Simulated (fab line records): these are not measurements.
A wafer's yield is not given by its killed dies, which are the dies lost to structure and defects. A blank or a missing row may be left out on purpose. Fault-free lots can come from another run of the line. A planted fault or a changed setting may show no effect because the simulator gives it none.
A lot that was struck, set against a sound lot || flow n5_finfet || 22 out of 1938 route steps
Sound: these wafers, L829.1, L829.3, L829.5. The struck wafers were L838.1, L838.3, L838.6. At the end, the cause is stated.
For every step that has rows: the tool of each side, followed by ch and its chambers, followed by its first start. Under that, the readings that differ: sound wafers || struck wafers || difference of the means || sigmas: that difference in standard deviations of wafers without a fault.
alike: readings with means less than 2 such deviations apart, plus words and numbers identical on both sides. not compared: withheld readings, readings lacking a value on some wafer, bounds such as >300 that could conceal the same value, and numbers that have no deviation in the record and whose values overlap.
Wherever a step has rows on one side only, a row that says differs or no value, or a row with sigmas, the two part there. Numbers that don't overlap but have no deviation are shown without sigmas and don't part them. Lack of a reading on every wafer of one side parts them only where that side has two or more wafers.

first, 1 step without rows for these wafers: N5_ZERO_LAYER_HARDBAKE_23 (time 120 s).
N5_ZERO_LAYER_CD_MEAS_11: target cd 2000 nm.
  sound on cd_sem-02 ch 0, day 2 18:47; struck on cd_sem-03 ch 0, day 5 00:46
  alike: cd_nm
N5_ZERO_LAYER_DESCUM_16: chemistry O2, time 7.9 s.
  sound on rie_diel-01 ch 1,2,3, day 2 18:49; struck on rie_diel-04 ch 0,2,3, day 5 01:29
  alike: drypump_motor_current_A, oes_product_au, rf_vpp_V, showerhead_plenum_p_Torr, throttle_valve_pct
  not compared: rf_hours_counter_h
N5_ZERO_LAYER_ETCH_17: etches SiO2 in CF4, target depth 12 nm, time 13.3 s.
  sound on rie_diel-01 ch 1,2,3, day 2 18:52; struck on rie_diel-04 ch 0,2,3, day 5 01:31
  alike: drypump_motor_current_A, oes_product_au, rf_vpp_V, showerhead_plenum_p_Torr, throttle_valve_pct
  not compared: rf_hours_counter_h
N5_ZERO_LAYER_ETCH_18: etches Si in HBr/Cl2, target depth 120 nm, time 40 s.
  sound on rie_si-01 ch 2,3, day 2 18:56; struck on rie_si-06 ch 0,2,3, day 5 01:35
  alike: drypump_motor_current_A, oes_product_au, throttle_valve_pct
  not compared: rf_hours_counter_h
N5_ZERO_LAYER_STRIP_24: strips in O2.
  sound on plasma_asher-02 ch 0,1, day 2 19:02; struck on plasma_asher-01 ch 0,1, day 5 01:41
  alike: drypump_motor_current_A, heater_power_w, oes_product_au, strip_time_to_endpoint_s
  not compared: rf_hours_counter_h
then, 1 step without rows for these wafers: N5_ZERO_LAYER_STRIP_19 (strips in SPM, time 900 s).
N5_ZERO_LAYER_INSPECT_20: inspects for defects (darkfield).
  struck on defect_inspect-02, day 5 02:04; sound on defect_inspect-01, day 2 19:25
  alike: raw_defect_count
then, 4 steps without rows for these wafers: N5_WELL_APT_HMDS_01 (time 60 s); N5_WELL_APT_COAT_02 (resist thk 950 nm); N5_WELL_APT_EBR_04; N5_WELL_APT_SOFTBAKE_03 (time 60 s).
N5_WELL_APT_EXPOSE_05: exposes mask NWELL, defocus 0 nm, target cd 200 nm.
  sound on krf_scanner-02 ch 0, day 2 19:33; struck on krf_scanner-02 ch 0, day 5 02:11
{"reading": "exposure_dose_mJ_cm2", "sound": "20.289 20.266 20.259", "struck": "20.809 20.842 20.796", "difference": "+0.544", "sigmas": "+27"}
  alike: mask, stage_vel_mm_s
then, 3 steps without rows for these wafers: N5_WELL_APT_PEB_06 (peb time 90 s); N5_WELL_APT_DEVELOP_07 (develop time 45 s); N5_WELL_APT_HARDBAKE_12 (time 120 s).
N5_WELL_APT_CD_MEAS_08: target cd 200 nm.
  sound on cd_sem-01 ch 0, day 2 19:43; struck on cd_sem-02 ch 0, day 5 02:22
{"reading": "cd_nm (nm)", "sound": "199.3 198.9 200.3", "struck": "202.1 204.8 202.5", "difference": "+3.6", "sigmas": "+3"}
N5_WELL_APT_OVL_MEAS_09:
  sound on overlay-01 ch 0, day 2 19:45; struck on overlay-01 ch 0, day 5 02:23
  alike: NWELL_OVL
N5_WELL_APT_INSPECT_10: inspects for defects (macro).
  struck on defect_inspect-02, day 5 02:25; sound on defect_inspect-02, day 2 19:47
  alike: raw_defect_count
N5_WELL_APT_DESCUM_13: chemistry O2, time 7.9 s.
  sound on rie_diel-06 ch 0,3, day 2 19:49; struck on rie_diel-06 ch 0,3, day 5 02:27
{"reading": "model.WELL_APT.cd_nm (nm)", "sound": "199.4 199.3 200.7", "struck": "202.2 204.4 202.3", "difference": "+3.2", "sigmas": ""}
  alike: drypump_motor_current_A, oes_product_au, rf_vpp_V, showerhead_plenum_p_Torr, throttle_valve_pct
  not compared: rf_hours_counter_h
then, 1 step without rows for these wafers: N5_WELL_APT_IMPLANT_14.
-- here the record skips 7 days between the struck wafers' starts before and after, leaving off in module WELL_APT and picking up in module BEOL_M4 (first step shown: number 1111 of the route) --
N5_BEOL_M4_RC_MEAS_101:
  sound on prober-02 ch 0, day 9 19:29; struck on prober-02 ch 0, day 12 04:28
{"reading": "VT_P (mV)", "sound": "-252.9 -253.0 -252.9", "struck": "-242.8 -247.6 -249.3", "difference": "+6.4", "sigmas": "+2"}
  alike: DIBL_N, DIBL_P, IOFF_N, IOFF_P, ION_N, ION_P, SS_N, SS_P, VT_N

WHERE THEY PART
Last at N5_BEOL_M4_RC_MEAS_101 as far as this record goes, first at N5_WELL_APT_EXPOSE_05.

WHY: the cause the simulator had injected
Process parameters drifting: krf_scanner-02 at N5_WELL_APT_EXPOSE_05, beginning at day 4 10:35. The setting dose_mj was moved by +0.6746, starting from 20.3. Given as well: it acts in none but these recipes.
